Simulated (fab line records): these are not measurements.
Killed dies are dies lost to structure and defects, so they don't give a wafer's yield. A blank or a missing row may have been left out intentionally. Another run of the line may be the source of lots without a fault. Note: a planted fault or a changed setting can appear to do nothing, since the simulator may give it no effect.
A struck lot beside a sound one | flow n5Finfet | 37 out of 1938 route steps
Sound: wafers L112.1, L112.3, L112.4. The struck wafers were L117.3, L117.5. The cause is given at the end.
For every step that has rows: the tool of each side, followed by ch and its chambers, followed by its first start. Under that, the readings that differ: sound wafers | struck wafers | difference of the means | sigmas: that difference in standard deviations of wafers without a fault.
alike: readings whose means differ by less than 2 such deviations, and words and numbers that are the same on both sides. not compared: withheld readings, readings that some wafer has no value for, bounds like >300 that may hide the same value, and numbers for which the record gives no deviation and whose values overlap.
A row with sigmas, a row that says differs or no value, or rows on one side alone: a step with any of these is where the two part. Non-overlapping numbers with no deviation appear without sigmas and do not part them. Lack of a reading on every wafer of one side parts them only where that side has two or more wafers.

first, 9 steps without rows for these wafers: N5_BEOL_M4_ANNEAL_95 (time 240 s); N5_BEOL_M4_SPUTTER_96 (material Cu, target thk 4.5 nm, time 8.29 s); N5_BEOL_M4_ECD_50 (material Cu, target thk 300 nm); N5_BEOL_M4_ANNEAL_51 (time 90 s); N5_BEOL_M4_CMP_52 (polishes, stops on SiOC, t overpolish 6.8 s, target thk 40 nm); N5_BEOL_M4_PRE_CLEAN_60 (time 15 s); N5_BEOL_M4_CO_CAP_55 (material Co, precursor CCTBA/H2, target thk 2 nm, time 102.1 s); N5_BEOL_M4_PRE_CLEAN_56 (time 15 s); N5_BEOL_M4_DEP_57 (deposits SiCN from 3MS/NH3, target thk 8 nm, time 14 s).
N5_BEOL_M4_RC_MEAS_101:
  sound on prober-02 ch 0, day 9 21:07; struck on prober-02 ch 0, day 10 03:56
  alike: DIBL_N, DIBL_P, IOFF_N, IOFF_P, ION_N, ION_P, SS_N, SS_P, VT_N, VT_P
then, 24 steps without rows for these wafers: N5_BEOL_M5_ILD_DEP_00 (deposits SiCOH lowk from DEMS/porogen, target thk 140.64 nm, time 25.9 s); N5_BEOL_M5_CURE_79 (cures SiCOH lowk, time 240 s); N5_BEOL_M5_PECVD_70 (deposits SiO2 from TEOS/O2, target thk 16 nm, time 18 s); N5_BEOL_M5_HM_DEP_02 (deposits TiN, target thk 20 nm); N5_BEOL_M5_COAT_59 (time 60 s, resist thk 60 nm); N5_BEOL_M5_COAT_60 (time 60 s, resist thk 12 nm); N5_BEOL_M5_COAT_71 (time 60 s, resist thk 5 nm); N5_BEOL_M5_COAT_05 (resist thk 30 nm); N5_BEOL_M5_EBR_07; N5_BEOL_M5_SOFTBAKE_06 (time 60 s); N5_BEOL_M5_EXPOSE_08 (exposes mask M5, target cd 28 nm); N5_BEOL_M5_PEB_09 (peb time 60 s); N5_BEOL_M5_DEVELOP_10 (develop time 30 s); N5_BEOL_M5_DESCUM_16 (chemistry O2, time 7 s); N5_BEOL_M5_ETCH_72 (etches underlayer in N2/H2, target depth 6.5 nm, time 5.2 s); N5_BEOL_M5_ETCH_61 (etches SiARC in CF4, target depth 15.6 nm, time 26 s); N5_BEOL_M5_ETCH_62 (etches SOC in N2/H2, target depth 75 nm, overetch 15 nm, time 112.5 s); N5_BEOL_M5_STRIP_63 (strips in N2/H2); N5_BEOL_M5_STRIP_73 (strips in N2/H2); N5_BEOL_M5_STRIP_64 (strips in CF4); N5_BEOL_M5_HM_OPEN_17 (chemistry Cl2/BCl3, target TiN, target depth 20 nm, overetch 6 nm); N5_BEOL_M5_STRIP_19 (strips in O2); N5_BEOL_M5_COAT_65 (time 60 s, resist thk 60 nm); N5_BEOL_M5_COAT_66 (time 60 s, resist thk 12 nm).
-- record jumps: 3 days separate the struck wafers' starts on either side; left off in module BEOL_M5, taken up again in module BEOL_M13, whose first shown step is the route's number 1693 --
N5_BEOL_M13_ETCH_67: etches SiARC in CF4, target depth 143 nm, time 238.3 s.
  sound on rieDiel-06 ch 1,2,3, day 12 20:07; struck on rieDiel-06 ch 0,2, day 13 12:22
  no value came back on the struck wafers for any of 11 readings (biasW (W), cf4FlowSccm (sccm) and others); on the sound wafers biasW (W) reads 36.10 35.86 36.11
reading                                   | sound             | struck      | difference | sigmas
model.coat_of_BEOL_M13_COAT_22.thkNm (nm) | 210.8 211.4 210.8 | 283.8 283.6 | +72.7      | 
N5_BEOL_M13_OCD_MEAS_35:
  sound on ocd-01 at day 12 20:40; struck on ocd-01 at day 13 12:54
reading            | sound       | struck | difference                    | sigmas
trenchDepthNm (nm) | 415 415 419 | - -    | no value on the struck wafers | 
N5_PASSIVATION_PROBE_49:
  sound on prober-02 at day 14 15:26; struck on prober-01 at day 14 21:24
reading                 | sound          | struck    | difference | sigmas
defectLimitedYield (%)  | 90.5 90.3 88.9 | 0 0       | -90        | -60
killed_at_M4_up         | 14 24 9        | 1083 1089 | +1070      | +99 or more
killedDies              | 112 115 131    | 1180 1180 | +1061      | +59
killedOnRim             | 13 15 20       | 152 152   | +136       | +37
sort_bin_5_function (%) | 6.2 6.0 6.0    | 96.5 96.7 | +90.5      | +91
sortNPass               | 1068 1065 1049 | 0 0       | -1061      | -59
sortYieldPct (%)        | 90.5 90.3 88.9 | 0 0       | -90        | -60
  alike: killed_at_M0_to_M3, killedAtContacts, killedAtFrontEnd, killedAtOther, killedOpen, killedShort, sort_bin_6_memory

## WHERE THEY PART
First at N5_BEOL_M13_ETCH_67; last, within this record, at N5_PASSIVATION_PROBE_49.

WHY: whatever the simulator had introduced
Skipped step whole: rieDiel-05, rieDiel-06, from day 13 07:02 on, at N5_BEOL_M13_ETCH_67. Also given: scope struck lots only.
